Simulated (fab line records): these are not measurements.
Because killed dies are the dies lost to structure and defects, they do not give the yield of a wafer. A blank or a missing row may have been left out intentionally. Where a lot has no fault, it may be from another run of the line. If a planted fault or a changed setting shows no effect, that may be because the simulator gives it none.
fab line records	flow n5Finfet	part 2 of 2: steps 5 to 6 of 6
[record] lots = 19	wafers = 57	lastDay = 19
route steps=1938 shown STI_FIN_REVEAL@204 DUMMY_GATE@243 SD_EPI_N@281 SD_EPI_P@310
lots with no fault: from the same line, run without faults
startH: the number of hours between the record's first day and the start of the first shown wafer of the lot	waitH: time in hours since the lot's previous step	" unchanged from the row above	L1.1+2: a row that stands for several wafers	- no value, or no start was given	* or withheld: withheld	< > ~ a bound
route shown NAME@n: names a module that has steps shown in the file, with the first one's number in the route	usual: mean/standard deviation of fault-free wafers	same: alike in all rows	chamber/n: place in a boat	sites: per-site readings	_std_site: the values' standard deviation	_edge_site: outer sites' mean less inner sites'	radiusMm: for every site, how far away it sits from the centre of the wafer	mask NAME#n: copy n	behind: the most recent tool/chamber to have shaped the wafer	hold: the reason the lot was held/the length of the hold in hours/how it ended	device: transistor that didn't switch, given as n, p or np	end of line: the route-end tests of the same wafers	a step given without rows: its recipe and nothing more	killed: count of dies lost to structure and defects at first sort (not the wafer's yield)	map: the dies of a wafer, with x for killed, . for not killed, _ for no die there
set.NAME: the setting the step ran with; set.NAME@STEP: the setting that earlier step ran with	model.NAME: the simulator's own value behind a step, which no gauge read
a sample of lots followed through the steps of the route, with each step as a table and each wafer as a row
services: the hour from which a tool's chamber was out of use, counted from the record's first day as startH (under 0 if before that day), plus the number of hours and why
[[steps]]
[step N5_SD_EPI_P_ETCHBACK_46]
[recipe] chemistry = CH3F/O2	mode = anisotropicEtchback	target = SiNx	targetDepthA = 175	stopOn = SiO2	overEtchFrac = 0.3	ionEnergyEv = 120	pressureMtorr = 30	sourceW = 395	biasW = 73	Ar_flow_sccm = 150	CH3F_flow_sccm = 30	O2_flow_sccm = 20
[usual] drypumpMotorCurrentA = 5.6/0.5	mfcArSccm = 150.0/0.38	oesProductAu = 0.68/0.072	rfFwdPowerW = 393.2/1.2	rfVppV = 296/6.3	showerheadPlenumPTorr = 2.02/0.06	throttleValvePct = 16.38/0.23
lot.wafer	tool	chamber	startH	waitH	drypumpMotorCurrentA	mfcArSccm	oesProductAu	rfFwdPowerW	rfHoursCounterH	rfVppV	showerheadPlenumPTorr	throttleValvePct
L074.2	rieDiel-01	2	55.07	0.0	5.1	150.4	0.80	395.0	4	297	2.05	16.02
L074.3	"	0	"	"	6.1	150.2	0.61	393.2	218	312	2.07	16.78
L074.4	"	1	"	"	6.2	150.1	0.63	395.6	158	297	2.07	16.18
L075.1	rieDiel-01	2	63.93	0.0	5.1	149.9	0.80	391.9	6	297	2.05	16.04
L075.4	"	1	"	"	6.1	150.2	0.62	391.5	160	297	2.07	16.18
L075.5	"	0	"	"	6.1	149.5	0.61	394.3	-	311	2.07	16.78
L077.3	rieDiel-01	1	76.61	0.1	6.1	150.0	0.62	392.3	-	297	2.06	16.20
L077.4	"	2	"	"	5.1	149.8	0.79	391.9	-	296	2.04	16.06
L077.5	"	2	"	"	5.1	149.8	0.79	391.5	-	296	2.04	16.04
L078.1	rieDiel-05	3	79.18	0.0	4.9	149.7	0.79	392.7	11	292	1.97	16.15
L078.3	"	0	"	"	4.7	149.7	0.64	392.4	162	296	2.07	16.47
L078.5	"	3	"	"	5.0	150.0	0.80	393.8	-	292	1.97	16.15
L079.3	rieDiel-01	0	85.87	0.0	6.1	150.1	0.61	390.9	227	311	2.06	16.78
L079.4	"	1	"	"	6.1	149.0	0.62	393.2	-	298	2.06	16.20
L079.6	"	0	"	"	6.1	149.8	0.61	394.5	-	311	2.06	16.80
L080.2	rieDiel-01	0	91.04	0.0	6.1	150.0	0.60	393.1	229	309	2.06	16.78
L080.4	"	2	"	"	5.1	149.6	0.76	391.2	-	298	2.04	16.07
L080.6	"	0	"	"	6.1	151.1	0.60	392.5	-	310	2.06	16.80
L082.1	rieDiel-05	0	106.64	0.0	4.7	149.8	0.62	394.5	170	295	2.07	16.47
L082.4	"	3	"	"	5.0	150.2	0.77	392.8	19	293	1.96	16.16
L082.6	"	2	"	"	5.5	149.9	0.67	393.8	-	291	1.94	16.40
L083.1	rieDiel-01	2	114.19	0.0	5.1	150.1	0.76	392.4	24	295	2.04	16.09
L083.2	"	3	"	"	6.3	150.5	0.82	392.6	7	294	1.98	16.32
L083.6	"	1	"	"	6.1	150.5	0.62	394.1	-	299	2.06	16.23
L084.2	rieDiel-05	2	117.28	0.0	5.5	149.6	0.67	392.3	121	292	1.94	16.42
L084.4	"	1	"	"	5.9	150.3	0.77	395.3	32	297	2.13	16.44
L084.5	"	2	"	"	5.5	150.0	0.66	393.7	-	292	1.94	16.43
L085.1	rieDiel-04	2	124.91	0.0	5.5	149.7	0.68	393.7	114	283	1.93	16.22
L085.3	"	1	"	"	5.7	150.7	0.76	394.3	41	295	1.95	16.29
L085.6	"	2	"	"	5.5	149.9	0.68	392.9	-	283	1.93	16.21
L086.2	rieDiel-04	2	127.59	0.0	5.5	150.1	0.67	394.7	115	284	1.93	16.21
L086.3	"	1	"	"	5.7	149.3	0.75	393.0	42	296	1.95	16.29
L086.4	"	0	"	"	5.8	150.3	0.61	391.8	-	300	1.98	16.56
L087.3	rieDiel-04	2	135.28	0.0	5.5	149.5	0.67	394.7	118	282	1.93	16.22
L087.4	"	3	"	"	5.9	150.5	0.62	391.3	209	301	2.00	16.79
L087.5	"	1	"	"	5.7	149.9	0.74	395.3	-	296	1.95	16.29
L089.1	rieDiel-05	2	144.84	0.0	5.5	149.5	0.66	391.7	130	293	1.94	16.45
L089.3	"	1	"	"	5.9	150.2	0.76	394.6	41	297	2.12	16.47
L089.4	"	0	"	"	4.7	150.0	0.62	393.2	183	296	2.06	16.52
L090.1	rieDiel-05	0	150.66	0.0	4.7	149.9	0.62	393.4	184	295	2.06	16.51
L090.2	"	3	"	"	5.0	150.2	0.75	391.9	33	292	1.96	16.17
L090.6	"	3	"	"	5.0	150.2	0.75	392.7	-	292	1.96	16.17
L091.3	rieDiel-01	1	156.38	0.0	6.1	150.2	0.61	393.1	195	298	2.05	16.25
L091.4	"	0	"	"	6.1	149.8	0.60	392.9	239	310	2.06	16.79
L091.5	"	1	"	"	6.2	149.4	0.60	391.2	-	297	2.05	16.26
L092.1	rieDiel-05	1	163.15	0.0	5.9	150.4	0.76	394.6	46	296	2.12	16.48
L092.3	"	3	"	"	5.0	149.9	0.74	393.1	36	293	1.96	16.19
L092.6	"	0	"	"	4.7	149.7	0.62	393.2	-	294	2.06	16.51
L093.3	rieDiel-04	3	167.76	0.0	5.9	149.9	0.62	392.1	218	300	2.00	16.80
L093.5	"	1	"	"	5.7	150.7	0.74	393.3	-	295	1.95	16.29
L093.6	"	2	"	"	5.5	150.0	0.66	393.7	-	285	1.93	16.25
L095.1	rieDiel-01	2	180.04	0.0	5.1	150.7	0.73	394.3	47	296	2.03	16.12
L095.2	"	1	"	"	6.1	149.8	0.60	393.6	201	297	2.05	16.26
L095.3	"	0	"	"	6.1	150.3	0.60	394.6	244	310	2.06	16.82
L096.1	rieDiel-05	1	185.06	0.0	5.9	150.2	0.75	393.8	51	298	2.12	16.50
L096.2	"	3	"	"	5.0	149.5	0.74	393.4	42	292	1.96	16.22
L096.4	"	2	"	"	5.5	150.2	0.65	392.9	140	292	1.94	16.46
[step N5_SD_EPI_P_ETCH_16]
[recipe] chemistry = CHF3/O2	target = SiO2	targetDepthA = 50	maskMaterial = SOC	pressureMtorr = 30	sourceW = 650	biasW = 170	Ar_flow_sccm = 200	CHF3_flow_sccm = 50	O2_flow_sccm = 5	ionEnergyEv = 200
[usual] drypumpMotorCurrentA = 5.6/0.5	mfcArSccm = 200.0/0.55	oesProductAu = 0.80/0.086	rfFwdPowerW = 642.9/2.9	rfVppV = 522/11	showerheadPlenumPTorr = 2.43/0.068	throttleValvePct = 18.94/0.24
lot.wafer	tool	chamber	startH	waitH	drypumpMotorCurrentA	mfcArSccm	oesProductAu	rfFwdPowerW	rfHoursCounterH	rfVppV	showerheadPlenumPTorr	throttleValvePct
L074.2	rieDiel-01	2	55.27	0.1	5.1	200.2	0.96	640.4	4	522	2.46	18.60
L074.3	"	0	"	"	6.1	200.3	0.72	646.8	218	548	2.49	19.34
L074.4	"	1	"	"	6.1	199.3	0.76	643.2	158	524	2.48	18.70
L075.1	rieDiel-01	2	64.13	0.1	5.1	200.5	0.95	638.0	6	525	2.46	18.60
L075.4	"	1	"	"	6.1	200.5	0.75	643.9	160	525	2.48	18.68
L075.5	"	0	"	"	6.1	199.5	0.72	649.7	-	548	2.49	19.36
L077.3	rieDiel-01	1	76.88	0.1	6.1	201.2	0.75	645.8	-	524	2.48	18.68
L077.4	"	2	"	"	5.1	199.0	0.94	636.2	-	522	2.46	18.58
L077.5	"	2	"	"	5.1	199.7	0.94	634.6	-	521	2.46	18.61
L078.1	rieDiel-05	3	79.38	0.1	5.0	199.7	0.92	641.8	11	515	2.37	18.76
L078.3	"	0	"	"	4.7	199.9	0.74	644.4	162	518	2.49	19.00
L078.5	"	3	"	"	5.0	200.3	0.92	641.9	-	515	2.37	18.75
L079.3	rieDiel-01	0	86.07	0.1	6.1	199.9	0.71	647.0	227	550	2.49	19.36
L079.4	"	1	"	"	6.2	200.0	0.75	642.9	-	524	2.48	18.70
L079.6	"	0	"	"	6.1	199.9	0.72	644.7	-	549	2.49	19.39
L080.2	rieDiel-01	0	91.24	0.1	6.1	201.1	0.71	645.5	229	548	2.49	19.37
L080.4	"	2	"	"	5.1	200.1	0.92	641.1	-	523	2.45	18.61
L080.6	"	0	"	"	6.1	200.4	0.71	644.1	-	550	2.49	19.36
L082.1	rieDiel-05	0	106.84	0.1	4.7	200.0	0.74	644.8	170	519	2.49	19.02
L082.4	"	3	"	"	5.0	200.2	0.91	641.5	19	514	2.37	18.77
L082.6	"	2	"	"	5.5	200.2	0.79	645.4	-	515	2.35	18.98
L083.1	rieDiel-01	2	114.39	0.1	5.1	200.1	0.90	636.3	24	522	2.45	18.62
L083.2	"	3	"	"	6.3	201.1	0.95	641.4	7	519	2.39	18.97
L083.6	"	1	"	"	6.1	199.9	0.74	644.4	-	524	2.47	18.71
L084.2	rieDiel-05	2	117.48	0.1	5.5	199.7	0.79	643.3	121	514	2.34	19.00
L084.4	"	1	"	"	5.9	200.5	0.91	647.1	32	523	2.56	19.04
L084.5	"	2	"	"	5.5	199.2	0.79	639.6	-	515	2.34	19.00
L085.1	rieDiel-04	2	125.11	0.1	5.5	198.8	0.78	646.4	114	500	2.34	18.77
L085.3	"	1	"	"	5.7	200.2	0.88	644.4	41	521	2.35	18.87
L085.6	"	2	"	"	5.5	199.0	0.78	646.6	-	500	2.34	18.77
L086.2	rieDiel-04	2	127.79	0.1	5.5	199.3	0.78	646.6	115	498	2.34	18.77
L086.3	"	1	"	"	5.7	200.1	0.89	645.2	42	520	2.35	18.86
L086.4	"	0	"	"	5.8	200.5	0.71	641.5	-	530	2.38	19.10
L087.3	rieDiel-04	2	135.48	0.1	5.5	200.6	0.78	643.6	118	498	2.34	18.78
L087.4	"	3	"	"	5.8	199.8	0.72	636.1	209	529	2.40	19.31
L087.5	"	1	"	"	5.7	200.4	0.87	643.6	-	521	2.35	18.84
L089.1	rieDiel-05	2	145.04	0.1	5.5	200.2	0.79	642.3	130	514	2.34	19.02
L089.3	"	1	"	"	5.9	200.0	0.90	647.7	41	521	2.55	19.05
L089.4	"	0	"	"	4.7	199.7	0.73	643.2	183	519	2.48	19.03
L090.1	rieDiel-05	0	150.86	0.1	4.7	200.5	0.73	640.2	184	518	2.48	19.03
L090.2	"	3	"	"	5.0	200.0	0.88	643.2	33	514	2.37	18.81
L090.6	"	3	"	"	5.0	200.2	0.88	639.3	-	513	2.37	18.77
L091.3	rieDiel-01	1	156.58	0.1	6.1	198.5	0.72	640.9	195	524	2.47	18.73
L091.4	"	0	"	"	6.1	200.8	0.70	641.1	239	549	2.48	19.37
L091.5	"	1	"	"	6.1	199.2	0.72	644.3	-	523	2.47	18.73
L092.1	rieDiel-05	1	163.35	0.1	5.9	199.6	0.89	643.0	46	521	2.55	19.08
L092.3	"	3	"	"	5.0	200.5	0.87	639.2	36	514	2.36	18.77
L092.6	"	0	"	"	4.7	200.1	0.71	641.2	-	520	2.48	19.02
L093.3	rieDiel-04	3	167.96	0.1	5.9	199.9	0.72	637.1	218	528	2.40	19.32
L093.5	"	1	"	"	5.8	200.0	0.86	643.8	-	520	2.35	18.87
L093.6	"	2	"	"	5.5	200.5	0.78	644.6	-	500	2.33	18.80
L095.1	rieDiel-01	2	180.24	0.1	5.1	199.7	0.85	640.7	47	522	2.44	18.65
L095.2	"	1	"	"	6.2	200.7	0.72	643.1	201	523	2.46	18.76
L095.3	"	0	"	"	6.1	199.6	0.69	646.0	245	548	2.48	19.39
L096.1	rieDiel-05	1	185.26	0.1	5.9	200.1	0.87	642.2	51	521	2.55	19.08
L096.2	"	3	"	"	5.0	199.8	0.87	637.5	42	516	2.36	18.80
L096.4	"	2	"	"	5.5	199.3	0.76	642.0	140	515	2.34	19.03
[[services]]
tool	chamber	startH	hours	kind
rieDiel-01	2	24.06	-	clean
rieDiel-01	2	24.06	-	consumableReplace:focusRing
rieDiel-01	2	24.06	17.7	scheduledDown
rieDiel-01	2	24.06	17.7	ventCycle
rieDiel-05	-	25.24	0.2	repair
plasmaAsher-02	-	36.47	15.6	pm
rieSi-01	2	42.23	4.4	repair
rieSi-06	1	51.32	10.2	repair
rieSi-06	-	74.60	2.8	pm
rieDiel-01	3	75.10	-	clean
rieDiel-01	3	75.10	-	consumableReplace:focusRing
rieDiel-01	3	75.10	18.7	scheduledDown
rieDiel-01	0	75.56	1.7	repair
rieSi-01	0	77.06	6.5	repair
rieDiel-05	1	80.42	9.3	repair
rieSi-02	0	93.54	8.2	repair
plasmaAsher-01	-	99.91	6.3	repair
rieDiel-04	2	105.37	13.3	repair
rieDiel-01	0	117.38	36.7	repair
rieSi-01	0	124.27	1.2	repair
rieSi-01	2	138.20	3.6	repair
rieDiel-01	3	160.50	4.9	repair
plasmaAsher-01	-	173.04	2.9	repair
plasmaAsher-01	-	178.82	0.7	repair
